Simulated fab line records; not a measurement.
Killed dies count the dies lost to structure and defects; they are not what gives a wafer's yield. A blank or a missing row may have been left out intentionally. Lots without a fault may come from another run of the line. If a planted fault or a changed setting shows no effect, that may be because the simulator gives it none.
Chamber matching + flow nand harc + NHARC_A_CHANNEL_FILL_D2_ALD_16 on ald hk-02 has 4 sister chambers
The step deposits SiO2, target thk 1.5 nm, pulse time 10 s, ald cycles 15. 4 wafers are shown with their chamber, then 8 later ones without.

## WAFERS, EACH WITH ITS CHAMBER
| wafer  | chamber | heater power w (W) |
|--------|---------|--------------------|
| L084.6 | 1       | 331                |
| L092.3 | 3       | 472                |
| L092.4 | 2       | 466                |
| L093.3 | 0       | 421                |

## WAFERS MISSING THEIR CHAMBER
| wafer  | heater power w (W) |
|--------|--------------------|
| L093.5 | 423                |
| L093.6 | 479                |
| L094.1 | 327                |
| L094.4 | 427                |
| L094.5 | 324                |
| L096.1 | 335                |
| L096.3 | 472                |
| L096.5 | 331                |

## CHAMBER TAKEN BY EACH
| wafer  | from the rows above     | in truth |
|--------|-------------------------|----------|
| L093.5 | 0                       | 0        |
| L093.6 | can't be placed: 3 or 2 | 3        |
| L094.1 | 1                       | 1        |
| L094.4 | 0                       | 0        |
| L094.5 | 1                       | 1        |
| L096.1 | 1                       | 1        |
| L096.3 | can't be placed: 3 or 2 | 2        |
| L096.5 | 1                       | 1        |
6 of 8 placed correctly. From these rows, 2 cannot be placed; in 2 the true chamber is one of the candidates. Number placed wrongly: 0.
How it was worked out, from the rows above alone: a wafer's distance from a chamber is the root of the sum, over the readings, of the square of ((its reading less the chamber's mean) divided by the reading's scatter). If the next closest chamber is less than 2 further off than the closest, the wafer can't be placed; otherwise it belongs to the closest. Each chamber's mean is taken over the wafers shown for it. The scatter: with one shown wafer a chamber, the root of the mean of the squares of how far each hidden wafer lies from its nearest shown one.
